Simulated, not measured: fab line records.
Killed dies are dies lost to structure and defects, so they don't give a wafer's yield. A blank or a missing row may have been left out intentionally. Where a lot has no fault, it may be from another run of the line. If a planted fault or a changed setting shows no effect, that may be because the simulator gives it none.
The tool behind it: which one? / flow n5_finfet / 28 wafers from 11 lots sampled at 5 of the route's 1938 steps

## WHAT EACH GAUGE READ, for each wafer
N5_BEOL_M4_RC_MEAS_101. Usual: DIBL_N 36.1 mV/V, standard deviation 1.5; DIBL_P 36.1 mV/V, standard deviation 1.9; IOFF_N 0.159 nA/um, standard deviation 0.029; IOFF_P 0.21 nA/um, standard deviation 0.038; ION_N 675 uA/um, standard deviation 11; ION_P 464 uA/um, standard deviation 8.1; SS_N 71.5 mV/dec, standard deviation 0.57; SS_P 73.3 mV/dec, standard deviation 0.64; VT_N 249 mV, standard deviation 3.1; VT_P -250 mV, standard deviation 3.8.
lot=L161; measured=day 7 14:54; on=prober-01; DIBL_N (mV/V)=37.0 35.4 37.2; DIBL_P (mV/V)=37.6 34.6 38.3; IOFF_N (nA/um)=0.149 0.118 0.144; IOFF_P (nA/um)=0.21 0.17 0.22; ION_N (uA/um)=664 654 664; ION_P (uA/um)=462 457 461; SS_N (mV/dec)=71.6 71.8 71.6; SS_P (mV/dec)=73.3 72.9 73.2; VT_N (mV)=249 255 252; VT_P (mV)=-251 -254 -251; flag=
lot=L162; measured=day 8 06:20; on=prober-01; DIBL_N (mV/V)=36.9 36.2 36.3; DIBL_P (mV/V)=35.9 35.2 34.8; IOFF_N (nA/um)=0.156 0.148 0.152; IOFF_P (nA/um)=0.20 0.19 0.18; ION_N (uA/um)=667 675 658; ION_P (uA/um)=456 457 453; SS_N (mV/dec)=71.5 71.4 71.5; SS_P (mV/dec)=72.8 73.0 72.6; VT_N (mV)=250 251 253; VT_P (mV)=-250 -252 -252; flag=
lot=L164; measured=day 8 09:32; on=prober-01; DIBL_N (mV/V)=37.8 35.9 36.7; DIBL_P (mV/V)=37.3 34.2 36.4; IOFF_N (nA/um)=0.161 0.137 0.148; IOFF_P (nA/um)=0.24 0.19 0.22; ION_N (uA/um)=666 672 654; ION_P (uA/um)=464 462 454; SS_N (mV/dec)=71.8 72.3 71.5; SS_P (mV/dec)=73.8 72.5 73.3; VT_N (mV)=249 250 253; VT_P (mV)=-246 -249 -247; flag=
lot=L174; measured=day 11 08:40; on=prober-01; DIBL_N (mV/V)=36.7 34.2; DIBL_P (mV/V)=38.0 34.1; IOFF_N (nA/um)=0.168 0.113; IOFF_P (nA/um)=0.23 0.17; ION_N (uA/um)=687 656; ION_P (uA/um)=464 460; SS_N (mV/dec)=71.7 70.8; SS_P (mV/dec)=73.1 73.2; VT_N (mV)=249 256; VT_P (mV)=-249 -254; flag=
lot=L175; measured=day 11 09:25; on=prober-02; DIBL_N (mV/V)=36.8 36.2; DIBL_P (mV/V)=35.6 35.5; IOFF_N (nA/um)=0.172 0.175; IOFF_P (nA/um)=0.18 0.20; ION_N (uA/um)=677 692; ION_P (uA/um)=454 470; SS_N (mV/dec)=71.0 70.5; SS_P (mV/dec)=73.2 73.2; VT_N (mV)=248 247; VT_P (mV)=-253 -252; flag=
lot=L176; measured=day 11 15:29; on=prober-01; DIBL_N (mV/V)=34.6 34.1; DIBL_P (mV/V)=33.0 32.4; IOFF_N (nA/um)=0.133 0.122; IOFF_P (nA/um)=0.17 0.16; ION_N (uA/um)=675 666; ION_P (uA/um)=462 459; SS_N (mV/dec)=70.8 71.0; SS_P (mV/dec)=72.3 72.4; VT_N (mV)=248 252; VT_P (mV)=-253 -255; flag=
lot=L177; measured=day 12 02:38; on=prober-01; DIBL_N (mV/V)=32.5 35.7; DIBL_P (mV/V)=32.2 35.1; IOFF_N (nA/um)=0.111 0.150; IOFF_P (nA/um)=0.17 0.21; ION_N (uA/um)=667 663; ION_P (uA/um)=464 458; SS_N (mV/dec)=70.8 71.1; SS_P (mV/dec)=72.5 73.2; VT_N (mV)=253 249; VT_P (mV)=-254 -248; flag=
lot=L178; measured=day 12 05:31; on=prober-01; DIBL_N (mV/V)=35.6 36.9 36.6; DIBL_P (mV/V)=37.1 37.5 37.7; IOFF_N (nA/um)=0.150 0.166 0.169; IOFF_P (nA/um)=0.19 0.19 0.20; ION_N (uA/um)=663 676 675; ION_P (uA/um)=457 460 457; SS_N (mV/dec)=71.3 72.4 72.3; SS_P (mV/dec)=73.5 73.6 73.7; VT_N (mV)=253 248 251; VT_P (mV)=-254 -254 -254; flag=
lot=L179; measured=day 12 10:04; on=prober-01; DIBL_N (mV/V)=35.3 37.3; DIBL_P (mV/V)=36.4 39.1; IOFF_N (nA/um)=0.159 0.206; IOFF_P (nA/um)=0.21 0.26; ION_N (uA/um)=688 689; ION_P (uA/um)=463 468; SS_N (mV/dec)=72.2 72.0; SS_P (mV/dec)=73.5 74.1; VT_N (mV)=248 244; VT_P (mV)=-249 -247; flag=
lot=L183; measured=day 13 18:02; on=prober-02; DIBL_N (mV/V)=37.1 37.5 37.6; DIBL_P (mV/V)=37.1 37.7 37.6; IOFF_N (nA/um)=0.173 0.192 0.198; IOFF_P (nA/um)=0.30 0.32 0.31; ION_N (uA/um)=677 689 686; ION_P (uA/um)=479 481 473; SS_N (mV/dec)=71.4 72.1 72.0; SS_P (mV/dec)=73.3 73.7 74.3; VT_N (mV)=246 247 245; VT_P (mV)=-241 -242 -244; flag=
lot=L184; measured=day 14 09:27; on=prober-01; DIBL_N (mV/V)=36.2 36.6 34.8; DIBL_P (mV/V)=36.8 36.4 36.0; IOFF_N (nA/um)=0.181 0.180 0.168; IOFF_P (nA/um)=0.23 0.23 0.23; ION_N (uA/um)=684 680 686; ION_P (uA/um)=469 468 473; SS_N (mV/dec)=71.1 70.9 71.5; SS_P (mV/dec)=73.3 72.5 73.6; VT_N (mV)=247 246 244; VT_P (mV)=-247 -248 -247; flag=

## WHICH TOOL RAN EACH LOT (tool, then ch and the chambers of the sampled wafers, then the start)
lot=L161; N5_HKMG_FIN_DESCUM_17=rie_diel-06 ch 1,2,3, day 4 09:15; N5_HKMG_FIN_ETCHBACK_68=rie_metal-02 ch 0,1, day 4 12:05; N5_HKMG_FIN_ALD_21=ald_metal-01 ch 1,2, day 4 12:34; N5_HKMG_FIN_CMP_94=cmp-04 ch 0,3, day 4 13:35
lot=L162; N5_HKMG_FIN_DESCUM_17=rie_diel-02 ch 0,1,2, day 4 13:05; N5_HKMG_FIN_ETCHBACK_68=rie_metal-01 ch 0,1, day 4 15:54; N5_HKMG_FIN_ALD_21=ald_metal-01 ch 0,2,3, day 4 16:31; N5_HKMG_FIN_CMP_94=cmp-04 ch 1,2,3, day 4 17:35
lot=L164; N5_HKMG_FIN_DESCUM_17=rie_diel-06 ch 2,3, day 4 23:08; N5_HKMG_FIN_ETCHBACK_68=rie_metal-01 ch 0,1, day 5 01:44; N5_HKMG_FIN_ALD_21=ald_metal-01 ch 0,2,3, day 5 02:16; N5_HKMG_FIN_CMP_94=cmp-01 ch 1,2,3, day 5 03:17
lot=L174; N5_HKMG_FIN_DESCUM_17=rie_diel-02 ch 0,2, day 7 11:28; N5_HKMG_FIN_ETCHBACK_68=rie_metal-01 ch 0,1, day 7 14:13; N5_HKMG_FIN_ALD_21=ald_metal-01 ch 0,2, day 7 14:42; N5_HKMG_FIN_CMP_94=cmp-01 ch 0,3, day 7 15:44
lot=L175; N5_HKMG_FIN_DESCUM_17=rie_diel-02 ch 0, day 7 18:52; N5_HKMG_FIN_ETCHBACK_68=rie_metal-03 ch 1, day 7 21:37; N5_HKMG_FIN_ALD_21=ald_metal-01 ch 1,3, day 7 22:10; N5_HKMG_FIN_CMP_94=cmp-01 ch 0,3, day 7 23:13
lot=L176; N5_HKMG_FIN_DESCUM_17=rie_diel-01 ch 0,3, day 8 01:47; N5_HKMG_FIN_ETCHBACK_68=rie_metal-02 ch 0,1, day 8 04:35; N5_HKMG_FIN_ALD_21=ald_metal-01 ch 2, day 8 05:04; N5_HKMG_FIN_CMP_94=cmp-04 ch 0,1, day 8 06:08
lot=L177; N5_HKMG_FIN_DESCUM_17=rie_diel-01 ch 1,3, day 8 05:35; N5_HKMG_FIN_ETCHBACK_68=rie_metal-02 ch 0,1, day 8 08:18; N5_HKMG_FIN_ALD_21=ald_metal-04 ch 2, day 8 08:47; N5_HKMG_FIN_CMP_94=cmp-04 ch 1,2, day 8 09:52
lot=L178; N5_HKMG_FIN_DESCUM_17=rie_diel-06 ch 0,1,3, day 8 13:08; N5_HKMG_FIN_ETCHBACK_68=rie_metal-01 ch 0,1, day 8 15:46; N5_HKMG_FIN_ALD_21=ald_metal-04 ch 0,1,3, day 8 16:17; N5_HKMG_FIN_CMP_94=cmp-03 ch 0,1,2, day 8 17:18
lot=L179; N5_HKMG_FIN_DESCUM_17=rie_diel-02 ch 0, day 8 17:53; N5_HKMG_FIN_ETCHBACK_68=rie_metal-01 ch 1, day 8 20:32; N5_HKMG_FIN_ALD_21=ald_metal-04 ch 2,3, day 8 21:03; N5_HKMG_FIN_CMP_94=cmp-01 ch 0,3, day 8 22:07
lot=L183; N5_HKMG_FIN_DESCUM_17=rie_diel-01 ch 1,3, day 9 16:14; N5_HKMG_FIN_ETCHBACK_68=rie_metal-02 ch 0,1, day 9 18:50; N5_HKMG_FIN_ALD_21=ald_metal-04 ch 1,3, day 9 19:22; N5_HKMG_FIN_CMP_94=cmp-01 ch 0,2,3, day 9 20:26
lot=L184; N5_HKMG_FIN_DESCUM_17=rie_diel-06 ch 0,1,3, day 9 21:31; N5_HKMG_FIN_ETCHBACK_68=rie_metal-03 ch 0,1, day 10 00:14; N5_HKMG_FIN_ALD_21=ald_metal-03 ch 0,3, day 10 00:46; N5_HKMG_FIN_CMP_94=cmp-01 ch 0,2, day 10 01:50
- N5_HKMG_FIN_DESCUM_17: chemistry O2, time 7.9 s.
- N5_HKMG_FIN_ETCHBACK_68: etches the open film in Cl2/Ar, stops on HfO2, target depth 0.5 nm.
- N5_HKMG_FIN_ALD_21: deposits TiN, target thk 1.5 nm, pulse time 1 s, purge time 3 s.
- N5_HKMG_FIN_CMP_94: polishes, stops on SiNx, t overpolish 4.7 s, target thk 43.299 nm.

## AS READ BY THE TOOLS THEMSELVES (means over the sampled wafers that have a number; for cases with no such wafer, the mark the record gives instead)
N5_HKMG_FIN_DESCUM_17. Usual: drypump_motor_current_A 5.7 A, standard deviation 0.51; oes_product_au 0.82 a.u., standard deviation 0.077; rf_vpp_V 243.2 V, standard deviation 1.5; showerhead_plenum_p_Torr 2.10 Torr, standard deviation 0.09; throttle_valve_pct 20.40 %, standard deviation 0.15.
lot=L161; tool=rie_diel-06; drypump_motor_current_A (A)=5.8; oes_product_au (a.u.)=0.89; rf_vpp_V (V)=244.0; showerhead_plenum_p_Torr (Torr)=2.15; throttle_valve_pct (%)=20.38; flag=
lot=L162; tool=rie_diel-02; drypump_motor_current_A (A)=5.7; oes_product_au (a.u.)=0.90; rf_vpp_V (V)=243.7; showerhead_plenum_p_Torr (Torr)=2.17; throttle_valve_pct (%)=20.17; flag=
lot=L164; tool=rie_diel-06; drypump_motor_current_A (A)=5.3; oes_product_au (a.u.)=0.91; rf_vpp_V (V)=245.1; showerhead_plenum_p_Torr (Torr)=2.21; throttle_valve_pct (%)=20.34; flag=
lot=L174; tool=rie_diel-02; drypump_motor_current_A (A)=5.8; oes_product_au (a.u.)=0.84; rf_vpp_V (V)=245.2; showerhead_plenum_p_Torr (Torr)=2.17; throttle_valve_pct (%)=20.23; flag=
lot=L175; tool=rie_diel-02; drypump_motor_current_A (A)=5.8; oes_product_au (a.u.)=0.85; rf_vpp_V (V)=243.6; showerhead_plenum_p_Torr (Torr)=2.12; throttle_valve_pct (%)=20.02; flag=
lot=L176; tool=rie_diel-01; drypump_motor_current_A (A)=5.9; oes_product_au (a.u.)=0.78; rf_vpp_V (V)=242.6; showerhead_plenum_p_Torr (Torr)=2.01; throttle_valve_pct (%)=20.48; flag=
lot=L177; tool=rie_diel-01; drypump_motor_current_A (A)=5.5; oes_product_au (a.u.)=0.76; rf_vpp_V (V)=242.3; showerhead_plenum_p_Torr (Torr)=2.05; throttle_valve_pct (%)=20.46; flag=
lot=L178; tool=rie_diel-06; drypump_motor_current_A (A)=5.7; oes_product_au (a.u.)=0.86; rf_vpp_V (V)=243.1; showerhead_plenum_p_Torr (Torr)=2.15; throttle_valve_pct (%)=20.44; flag=
lot=L179; tool=rie_diel-02; drypump_motor_current_A (A)=5.8; oes_product_au (a.u.)=0.85; rf_vpp_V (V)=243.8; showerhead_plenum_p_Torr (Torr)=2.12; throttle_valve_pct (%)=20.02; flag=
lot=L183; tool=rie_diel-01; drypump_motor_current_A (A)=5.4; oes_product_au (a.u.)=0.73; rf_vpp_V (V)=242.8; showerhead_plenum_p_Torr (Torr)=2.06; throttle_valve_pct (%)=20.51; flag=
lot=L184; tool=rie_diel-06; drypump_motor_current_A (A)=5.7; oes_product_au (a.u.)=0.83; rf_vpp_V (V)=243.9; showerhead_plenum_p_Torr (Torr)=2.15; throttle_valve_pct (%)=20.46; flag=

N5_HKMG_FIN_ETCHBACK_68. Usual: drypump_motor_current_A 5.62 A, standard deviation 0.17; oes_product_au 0.72 a.u., standard deviation 0.12; throttle_valve_pct 20.98 %, standard deviation 0.22.
lot=L161; tool=rie_metal-02; drypump_motor_current_A (A)=5.78; oes_product_au (a.u.)=0.86; throttle_valve_pct (%)=21.08; flag=
lot=L162; tool=rie_metal-01; drypump_motor_current_A (A)=5.45; oes_product_au (a.u.)=0.79; throttle_valve_pct (%)=20.71; flag=
lot=L164; tool=rie_metal-01; drypump_motor_current_A (A)=5.55; oes_product_au (a.u.)=0.75; throttle_valve_pct (%)=20.72; flag=
lot=L174; tool=rie_metal-01; drypump_motor_current_A (A)=5.49; oes_product_au (a.u.)=0.75; throttle_valve_pct (%)=20.73; flag=
lot=L175; tool=rie_metal-03; drypump_motor_current_A (A)=5.61; oes_product_au (a.u.)=0.61; throttle_valve_pct (%)=21.00; flag=
lot=L176; tool=rie_metal-02; drypump_motor_current_A (A)=5.75; oes_product_au (a.u.)=0.75; throttle_valve_pct (%)=21.16; flag=
lot=L177; tool=rie_metal-02; drypump_motor_current_A (A)=5.75; oes_product_au (a.u.)=0.74; throttle_valve_pct (%)=21.16; flag=
lot=L178; tool=rie_metal-01; drypump_motor_current_A (A)=5.43; oes_product_au (a.u.)=0.76; throttle_valve_pct (%)=20.73; flag=
lot=L179; tool=rie_metal-01; drypump_motor_current_A (A)=5.67; oes_product_au (a.u.)=0.68; throttle_valve_pct (%)=20.72; flag=
lot=L183; tool=rie_metal-02; drypump_motor_current_A (A)=5.80; oes_product_au (a.u.)=0.78; throttle_valve_pct (%)=21.12; flag=
lot=L184; tool=rie_metal-03; drypump_motor_current_A (A)=5.56; oes_product_au (a.u.)=0.61; throttle_valve_pct (%)=21.07; flag=

N5_HKMG_FIN_ALD_21. Usual: heater_power_w 902 W, standard deviation 93; precursor_pulse_height_rel 1.000, standard deviation 0.02.
lot=L161; tool=ald_metal-01; heater_power_w (W)=857; precursor_pulse_height_rel=1.004; flag=
lot=L162; tool=ald_metal-01; heater_power_w (W)=898; precursor_pulse_height_rel=0.991; flag=
lot=L164; tool=ald_metal-01; heater_power_w (W)=901; precursor_pulse_height_rel=0.992; flag=
lot=L174; tool=ald_metal-01; heater_power_w (W)=888; precursor_pulse_height_rel=0.995; flag=
lot=L175; tool=ald_metal-01; heater_power_w (W)=858; precursor_pulse_height_rel=1.002; flag=
lot=L176; tool=ald_metal-01; heater_power_w (W)=954; precursor_pulse_height_rel=0.994; flag=
lot=L177; tool=ald_metal-04; heater_power_w (W)=1070; precursor_pulse_height_rel=0.970; flag=
lot=L178; tool=ald_metal-04; heater_power_w (W)=901; precursor_pulse_height_rel=1.009; flag=
lot=L179; tool=ald_metal-04; heater_power_w (W)=972; precursor_pulse_height_rel=1.028; flag=
lot=L183; tool=ald_metal-04; heater_power_w (W)=804; precursor_pulse_height_rel=1.003; flag=
lot=L184; tool=ald_metal-03; heater_power_w (W)=888; precursor_pulse_height_rel=1.026; flag=

N5_HKMG_FIN_CMP_94. Usual: motor_current_A 12.0 A, standard deviation 1.8.
lot=L161; tool=cmp-04; motor_current_A (A)=11.0; flag=
lot=L162; tool=cmp-04; motor_current_A (A)=11.5; flag=
lot=L164; tool=cmp-01; motor_current_A (A)=13.2; flag=
lot=L174; tool=cmp-01; motor_current_A (A)=11.6; flag=
lot=L175; tool=cmp-01; motor_current_A (A)=11.8; flag=
lot=L176; tool=cmp-04; motor_current_A (A)=11.9; flag=
lot=L177; tool=cmp-04; motor_current_A (A)=12.2; flag=
lot=L178; tool=cmp-03; motor_current_A (A)=12.3; flag=
lot=L179; tool=cmp-01; motor_current_A (A)=11.6; flag=
lot=L183; tool=cmp-01; motor_current_A (A)=13.6; flag=
lot=L184; tool=cmp-01; motor_current_A (A)=14.1; flag=

## THE ANSWER, worked out from the rows above alone
Rule: take the mean of a lot's wafers that have a number; if it is more than 3 standard deviations from the usual mean, the lot is off. Also off: a lot with no number at a reading for which 4 or more lots have one. Any other lot the step has rows for is counted as sound. The gauges are gone through in route order, then the tools' own readings, and for those a lot's mean is taken as printed above. The first step at which some lot is off is used, and at that step the reading that is off furthest; a lot without a number counts as furthest.
Nothing can be told from this: no lot is off at any reading shown.

## WHAT THE SIMULATOR PUT IN
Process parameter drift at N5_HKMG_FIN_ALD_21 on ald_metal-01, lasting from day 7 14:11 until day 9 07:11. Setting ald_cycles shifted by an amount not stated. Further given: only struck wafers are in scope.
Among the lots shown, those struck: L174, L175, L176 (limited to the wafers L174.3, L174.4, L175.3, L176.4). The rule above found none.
